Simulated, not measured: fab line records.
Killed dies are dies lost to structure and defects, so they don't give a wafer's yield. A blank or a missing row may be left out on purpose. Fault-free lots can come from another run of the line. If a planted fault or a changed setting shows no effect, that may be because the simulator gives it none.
fab line records	flow n5-finfet	part 2 of 2: steps 5 to 6 of 6
[record] lots = 21	wafers = 63	last-day = 18
route steps=1938 shown FIN_SAQP@140 FIN_CUT@173
lots that met no fault: from a run of the same line without faults
start-h: hours from the record's first day to the start of the lot's first wafer shown	wait-h: hours elapsed since this lot's preceding step	" identical to the entry in the row above	L1.1+2: one row covering several wafers at once	- no value, or no start given	* or withheld: withheld	< > ~ a bound
route shown NAME@n: NAME is a module with steps in the file, n the number in the route of the first one	usual: average and standard deviation across the fault-free wafers	same: alike in all rows	chamber/n: place in a boat	sites: readings site by site	_std_site: the standard deviation of these	_edge_site: the outer-site mean with the inner-site mean subtracted	radius-mm: how far each site lies from the wafer's centre	mask NAME#n: copy n	behind: the last tool/chamber to shape the wafer	hold: reason for holding the lot/hours on hold/outcome of the hold	device: transistor that didn't switch, given as n, p or np	end of line: the route-end tests of the same wafers	a step given without rows: its recipe and nothing more	killed: dies that structure and defects cost at the first sort, which is not the same as the wafer's yield	map: dies across one wafer; x = killed, . = not, _ = none there
set.NAME: the setting as run; set.NAME@STEP: as run at that earlier step	model.NAME: the simulator's own value behind a step, which no gauge read
a sample of lots followed through the steps of the route, with each step as a table and each wafer as a row
services: the hour from which a tool's chamber was out of use, counted from the record's first day as start-h (under 0 if before that day), plus the number of hours and why
[[steps]]
[step N5_FIN_SAQP_ETCH_64]
[recipe] chemistry = CF4	target = SiO2	target-depth-a = 15	ion-energy-ev = 350	pressure-mtorr = 10	icp-w = 800	bias-w = 400	cf4-flow-sccm = 80
[usual] cf4-flow-sccm = 79.98/0.26	drypump-motor-current-A = 5.5/0.57	he-backside-leak-sccm = 2.70/0.21	oes-product-au = 1.003/0.021	throttle-valve-pct = 21.86/0.2
lot.wafer	tool	chamber	start-h	wait-h	cf4-flow-sccm	drypump-motor-current-A	he-backside-leak-sccm	oes-product-au	rf-hours-counter-h	throttle-valve-pct
L074.1	rie-si-01	1	29.02	0.0	79.96	4.7	2.63	0.967	185	21.88
L074.4	"	0	"	"	80.05	6.0	2.32	1.028	132	21.86
L074.6	"	1	"	"	80.31	4.7	2.71	0.966	-	21.88
L075.3	rie-si-01	3	34.49	0.0	80.12	6.6	2.75	0.984	81	21.76
L075.4	"	1	"	"	79.98	4.7	2.52	0.967	185	21.90
L075.5	"	2	"	"	80.10	5.8	3.15	1.027	-	21.80
L076.3	rie-si-01	1	39.11	0.0	79.55	4.7	2.69	0.973	185	21.90
L076.4	"	2	"	"	79.64	5.7	3.21	1.032	119	21.83
L076.6	"	3	"	"	80.05	6.6	2.80	0.986	-	21.76
L078.2	rie-si-03	1	50.31	0.0	80.13	5.4	2.89	0.993	202	21.37
L078.4	"	3	"	"	79.76	5.2	2.55	0.995	42	21.66
L078.6	"	3	"	"	79.59	5.2	2.55	1.001	-	21.66
L079.1	rie-si-01	1	56.05	0.0	80.29	4.7	2.72	0.975	186	21.89
L079.2	"	3	"	"	79.65	6.5	2.82	0.995	81	21.77
L079.4	"	2	"	"	80.18	5.8	3.13	1.023	120	21.81
L080.1	rie-si-01	2	62.12	0.0	79.44	5.7	2.99	1.015	120	21.81
L080.3	"	0	"	"	79.87	6.1	2.42	1.030	132	21.83
L080.6	"	1	"	"	79.59	4.7	2.57	0.964	-	21.89
L082.1	rie-si-04	3	74.68	0.0	79.81	5.5	2.71	0.989	128	21.91
L082.2	"	1	"	"	79.87	4.8	2.76	0.994	131	21.73
L082.6	"	2	"	"	79.56	6.5	2.35	0.991	-	22.22
L083.1	rie-si-03	2	80.31	0.0	79.97	4.9	2.78	1.029	192	22.25
L083.4	"	3	"	"	80.13	5.2	2.44	1.011	-	21.66
L083.5	"	2	"	"	79.98	4.9	2.80	1.029	-	22.26
L084.3	rie-si-01	3	85.96	0.0	80.48	6.6	2.74	0.992	82	21.76
L084.5	"	2	"	"	80.33	5.8	3.15	1.034	-	21.81
L084.6	"	3	"	"	80.25	6.5	2.84	0.999	-	21.75
L085.2	rie-si-03	3	93.82	0.0	80.02	5.2	2.54	1.009	43	21.65
L085.4	"	0	"	"	79.94	5.6	2.82	1.005	-	21.92
L085.5	"	3	"	"	80.03	5.2	2.52	0.985	-	21.64
L086.1	rie-si-01	0	99.88	0.0	80.60	6.0	2.45	1.014	133	21.85
L086.3	"	2	"	"	79.90	5.7	3.12	1.011	121	21.82
L086.5	"	1	"	"	79.82	4.7	2.71	0.966	-	21.89
L087.3	rie-si-03	3	104.86	0.0	79.86	5.2	2.41	1.002	44	21.65
L087.4	"	0	"	"	80.16	5.7	2.91	0.990	108	21.93
L087.6	"	0	"	"	79.84	5.7	2.76	1.000	-	21.93
L088.2	rie-si-03	0	116.41	0.0	79.96	5.6	2.56	1.005	108	21.94
L088.5	"	3	"	"	80.10	5.2	2.50	1.007	-	21.66
L088.6	"	2	"	"	79.93	4.9	2.82	1.029	-	22.27
L089.4	rie-si-04	2	117.00	0.0	79.98	6.5	2.58	0.994	143	22.20
L089.5	"	3	"	"	79.37	5.5	2.80	0.997	-	21.91
L089.6	"	2	"	"	79.85	6.5	2.47	0.985	-	22.21
L090.1	rie-si-01	0	124.15	0.0	80.46	6.1	2.43	1.030	133	21.83
L090.3	"	1	"	"	79.81	4.7	2.72	0.982	187	21.88
L090.5	"	1	"	"	80.14	4.8	2.64	0.983	-	21.89
L092.3	rie-si-04	1	134.46	0.0	79.87	4.8	2.61	0.974	132	21.74
L092.5	"	1	"	"	79.71	4.9	2.54	0.975	-	21.72
L092.6	"	0	"	"	79.94	6.0	2.56	0.985	-	21.82
L093.2	rie-si-03	1	142.16	0.0	80.20	5.5	2.73	0.995	1	21.48
L093.5	"	2	"	"	80.06	4.9	2.84	1.034	-	22.25
L093.6	"	3	"	"	80.28	5.3	2.58	1.005	-	21.64
L094.1	rie-si-01	1	146.91	0.0	79.51	4.7	2.58	0.966	187	21.88
L094.4	"	0	"	"	79.91	6.1	2.40	1.023	134	21.83
L094.6	"	0	"	"	79.89	6.1	2.33	1.028	-	21.84
L095.1	rie-si-01	1	156.25	0.0	79.99	4.7	2.84	0.978	187	21.92
L095.3	"	3	"	"	80.21	6.6	2.75	1.003	83	21.78
L095.4	"	0	"	"	79.95	6.1	2.52	1.028	134	21.85
L096.2	rie-si-03	3	162.27	0.1	79.94	5.2	2.52	1.013	45	21.67
L096.4	"	1	"	"	79.92	5.4	2.85	0.997	-	21.50
L096.6	"	3	"	"	80.19	5.2	2.55	1.005	-	21.66
L097.1	rie-si-03	3	167.53	0.0	79.98	5.2	2.41	1.016	45	21.65
L097.5	"	3	"	"	80.08	5.2	2.52	1.014	-	21.66
L097.6	"	1	"	"	80.04	5.4	2.80	1.010	-	21.50
[step N5_FIN_CUT_CUT_ETCH_26]
[recipe] chemistry = CH3F/O2	target = SiNx	target-depth-a = 390	mask-material = SOC	time-s = 55.7	pressure-mtorr = 30	source-w = 395	bias-w = 73	Ar_flow_sccm = 150	CH3F_flow_sccm = 30	O2_flow_sccm = 20	ion-energy-ev = 120
[usual] drypump-motor-current-A = 5.8/0.71	oes-product-au = 0.80/0.072	rf-vpp-V = 299/6.5	showerhead-plenum-p-Torr = 2.00/0.056	throttle-valve-pct = 16.23/0.16
lot.wafer	tool	chamber	start-h	wait-h	drypump-motor-current-A	oes-product-au	rf-hours-counter-h	rf-vpp-V	showerhead-plenum-p-Torr	throttle-valve-pct
L074.1	rie-diel-03	3	30.16	0.0	6.4	0.76	159	289	1.98	16.27
L074.4	"	3	"	"	6.5	0.77	-	288	1.98	16.27
L074.6	"	2	"	"	6.6	0.80	-	286	1.92	16.35
L075.3	rie-diel-04	0	35.62	0.0	5.4	0.75	148	307	2.08	16.20
L075.4	"	1	"	"	4.7	0.78	111	302	2.10	16.13
L075.5	"	1	"	"	4.7	0.78	-	301	2.10	16.14
L076.3	rie-diel-04	1	40.24	0.0	4.7	0.79	112	303	2.10	16.13
L076.4	"	3	"	"	6.7	0.92	20	306	1.96	16.09
L076.6	"	1	"	"	4.7	0.79	-	303	2.10	16.15
L078.2	rie-diel-01	3	51.44	0.0	6.4	0.95	4	291	1.97	16.18
L078.4	"	2	"	"	5.2	0.75	123	301	2.02	16.05
L078.6	"	1	"	"	4.9	0.73	-	300	1.92	16.36
L079.1	rie-diel-01	0	57.19	0.0	5.6	0.84	85	298	2.04	16.38
L079.2	"	1	"	"	4.8	0.74	164	301	1.92	16.37
L079.4	"	2	"	"	5.2	0.75	124	301	2.02	16.06
L080.1	rie-diel-01	1	63.41	0.0	4.9	0.73	165	301	1.91	16.38
L080.3	"	2	"	"	5.2	0.75	126	301	2.01	16.07
L080.6	"	2	"	"	5.2	0.75	-	301	2.01	16.06
L082.1	rie-diel-01	3	75.81	0.0	6.4	0.91	11	291	1.97	16.20
L082.2	"	0	"	"	5.6	0.83	91	297	2.03	16.41
L082.6	"	3	"	"	6.4	0.93	-	291	1.97	16.20
L083.1	rie-diel-03	2	81.59	0.0	6.6	0.79	145	283	1.92	16.38
L083.4	"	1	"	"	5.3	0.91	-	293	2.05	15.83
L083.5	"	2	"	"	6.6	0.78	-	285	1.92	16.38
L084.3	rie-diel-04	1	87.22	0.0	4.7	0.77	126	300	2.09	16.16
L084.5	"	2	"	"	6.4	0.70	-	305	1.97	16.47
L084.6	"	3	"	"	6.8	0.88	-	307	1.95	16.12
L085.2	rie-diel-03	0	95.07	0.0	6.4	0.83	65	295	2.01	16.04
L085.4	"	2	"	"	6.6	0.78	150	283	1.92	16.39
L085.5	"	1	"	"	5.3	0.89	-	291	2.04	15.82
L086.1	rie-diel-04	3	101.01	0.0	6.7	0.88	37	307	1.95	16.13
L086.3	"	1	"	"	4.7	0.78	130	301	2.09	16.18
L086.5	"	1	"	"	4.7	0.77	-	302	2.09	16.17
L087.3	rie-diel-04	2	106.16	0.0	6.5	0.70	245	306	1.97	16.48
L087.4	"	0	"	"	5.3	0.73	167	306	2.07	16.23
L087.6	"	1	"	"	4.7	0.77	-	303	2.09	16.17
L088.2	rie-diel-01	1	117.71	0.0	4.9	0.72	179	300	1.91	16.40
L088.5	"	3	"	"	6.5	0.90	-	291	1.97	16.21
L088.6	"	0	"	"	5.6	0.82	-	297	2.03	16.43
L089.4	rie-diel-01	0	118.31	0.0	5.6	0.82	102	297	2.03	16.43
L089.5	"	3	"	"	6.4	0.89	-	291	1.97	16.20
L089.6	"	0	"	"	5.6	0.82	-	297	2.03	16.43
L090.1	rie-diel-04	1	125.29	0.0	4.7	0.76	140	302	2.09	16.19
L090.3	"	0	"	"	5.4	0.72	174	307	2.07	16.24
L090.5	"	1	"	"	4.7	0.76	-	301	2.09	16.19
L092.3	rie-diel-03	2	135.72	0.0	6.6	0.76	162	283	1.91	16.40
L092.5	"	1	"	"	5.3	0.86	-	291	2.04	15.84
L092.6	"	0	"	"	6.4	0.81	-	295	2.01	16.08
L093.2	rie-diel-03	3	143.42	0.0	6.4	0.74	194	288	1.97	16.34
L093.5	"	0	"	"	6.4	0.80	-	296	2.01	16.08
L093.6	"	1	"	"	5.4	0.87	-	293	2.04	15.86
L094.1	rie-diel-04	2	149.06	0.0	6.5	0.94	3	304	1.97	15.98
L094.4	"	3	"	"	6.8	0.85	53	305	1.95	16.17
L094.6	"	0	"	"	5.4	0.72	-	306	2.06	16.28
L095.1	rie-diel-01	3	157.38	0.0	6.4	0.87	36	292	1.96	16.24
L095.3	"	0	"	"	5.6	0.81	116	298	2.03	16.46
L095.4	"	2	"	"	5.2	0.72	152	300	2.01	16.12
L096.2	rie-diel-01	1	163.69	0.0	4.9	0.72	192	301	1.91	16.42
L096.4	"	2	"	"	5.2	0.72	-	303	2.01	16.12
L096.6	"	0	"	"	5.6	0.80	-	297	2.02	16.46
L097.1	rie-diel-01	3	168.66	0.0	6.4	0.87	38	291	1.96	16.25
L097.5	"	2	"	"	5.2	0.72	-	301	2.00	16.11
L097.6	"	3	"	"	6.4	0.86	-	290	1.96	16.24
[[services]]
tool	chamber	start-h	hours	kind
rie-si-01	1	9.34	15.9	repair
rie-si-04	1	12.26	1.5	repair
rie-diel-01	0	19.89	2.4	repair
rie-diel-06	2	44.84	12.4	repair
rie-si-04	1	63.52	6.2	repair
rie-diel-03	0	65.90	7.4	repair
rie-si-03	1	71.01	-	clean
rie-si-03	1	71.01	11.8	scheduled-down
rie-si-03	1	71.01	11.8	vent-cycle
rie-diel-03	0	79.78	8.1	repair
rie-si-03	1	90.33	5.1	repair
rie-diel-02	1	96.54	4.5	repair
rie-diel-05	3	102.56	2.6	repair
rie-diel-06	2	122.85	3.9	repair
rie-si-04	1	131.15	2.6	repair
rie-diel-01	1	136.98	6.2	repair
rie-si-04	0	137.59	1.7	repair
rie-diel-06	0	138.95	18.3	repair
rie-diel-05	-	146.10	14.6	pm
rie-diel-04	3	157.82	7.7	repair
rie-diel-01	3	159.74	5.1	repair
rie-si-03	2	161.06	-	clean
rie-diel-05	0	161.45	14.5	repair
rie-diel-04	0	164.51	10.8	repair
